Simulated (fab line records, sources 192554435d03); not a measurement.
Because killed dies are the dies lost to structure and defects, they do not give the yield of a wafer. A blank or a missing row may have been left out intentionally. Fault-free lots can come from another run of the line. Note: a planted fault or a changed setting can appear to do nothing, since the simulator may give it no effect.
Struck lot and sound lot, side by side / flow n5-finfet / 14 out of 1938 route steps
Sound: the wafers L494.1, L494.2, L494.5. The struck wafers were L485.2, L485.5, L485.6. The cause is given at the end.
Per side, at each step with rows, come the tool, then ch with its chambers, and then its first start. Under that, the readings that differ: sound wafers / struck wafers / difference of the means / sigmas: that difference in standard deviations of wafers without a fault.
alike: readings whose means differ by less than 2 such deviations, and words and numbers that are the same on both sides. not compared: withheld readings, readings that some wafer has no value for, bounds like >300 that may hide the same value, and numbers for which the record gives no deviation and whose values overlap.
Wherever a step has rows on one side only, a row that says differs or no value, or a row with sigmas, the two part there. Numbers that don't overlap but have no deviation are shown without sigmas and don't part them. Lack of a reading on every wafer of one side parts them only where that side has two or more wafers.

first, 1 step without rows for these wafers: N5_BEOL_M5_STRIP_73 (strips in N2/H2).
N5_BEOL_M5_STRIP_64: strips in CF4.
  sound on rie-diel-03 ch 0,2,3, day 12 23:11; struck on rie-diel-03 ch 1,2,3, day 10 17:11
  alike: drypump-motor-current-A, oes-product-au, rf-vpp-V, showerhead-plenum-p-Torr, throttle-valve-pct
  not compared: rf-hours-counter-h
N5_BEOL_M5_HM_OPEN_17: chemistry Cl2/BCl3, target TiN, target depth 20 nm, overetch 6 nm.
  sound on rie-metal-03 ch 0,1, day 12 23:13; struck on rie-metal-02 ch 0,1, day 10 17:14
  alike: drypump-motor-current-A, oes-product-au, throttle-valve-pct
  not compared: rf-hours-counter-h
N5_BEOL_M5_STRIP_19: strips in O2.
  sound on rie-diel-05 ch 0,2,3, day 12 23:20; struck on rie-diel-02 ch 0,1,3, day 10 17:20
  alike: drypump-motor-current-A, oes-product-au, rf-vpp-V, showerhead-plenum-p-Torr, throttle-valve-pct
  not compared: rf-hours-counter-h
N5_BEOL_M5_CD_MEAS_18: pitch 56 nm, target cd 28 nm.
  sound on cd-sem-03 at day 12 23:24; struck on cd-sem-03 at day 10 17:25
  alike: cd-nm
then, 7 steps without rows for these wafers: N5_BEOL_M5_COAT_65 (time 60 s, resist thk 60 nm); N5_BEOL_M5_COAT_66 (time 60 s, resist thk 12 nm); N5_BEOL_M5_COAT_74 (time 60 s, resist thk 5 nm); N5_BEOL_M5_COAT_22 (resist thk 30 nm); N5_BEOL_M5_EBR_24; N5_BEOL_M5_SOFTBAKE_23 (time 60 s); N5_BEOL_M5_EXPOSE_25 (exposes mask V4, defocus 10 nm).
N5_BEOL_M5_PEB_26: peb time 60 s.
  struck on litho-track-05, day 10 17:47; sound on litho-track-04 ch 0, day 12 23:49
  no value came back on the struck wafers for chill-plate-temp-C (C), exhaust-pa (Pa); on the sound wafers chill-plate-temp-C (C) reads 23.07 23.05 22.96
then, 1 step without rows for these wafers: N5_BEOL_M5_DEVELOP_27 (develop time 30 s).

== WHERE THEY PART ==
At N5_BEOL_M5_PEB_26 and nowhere else, as far as this record goes.

WHY: whatever the simulator had introduced
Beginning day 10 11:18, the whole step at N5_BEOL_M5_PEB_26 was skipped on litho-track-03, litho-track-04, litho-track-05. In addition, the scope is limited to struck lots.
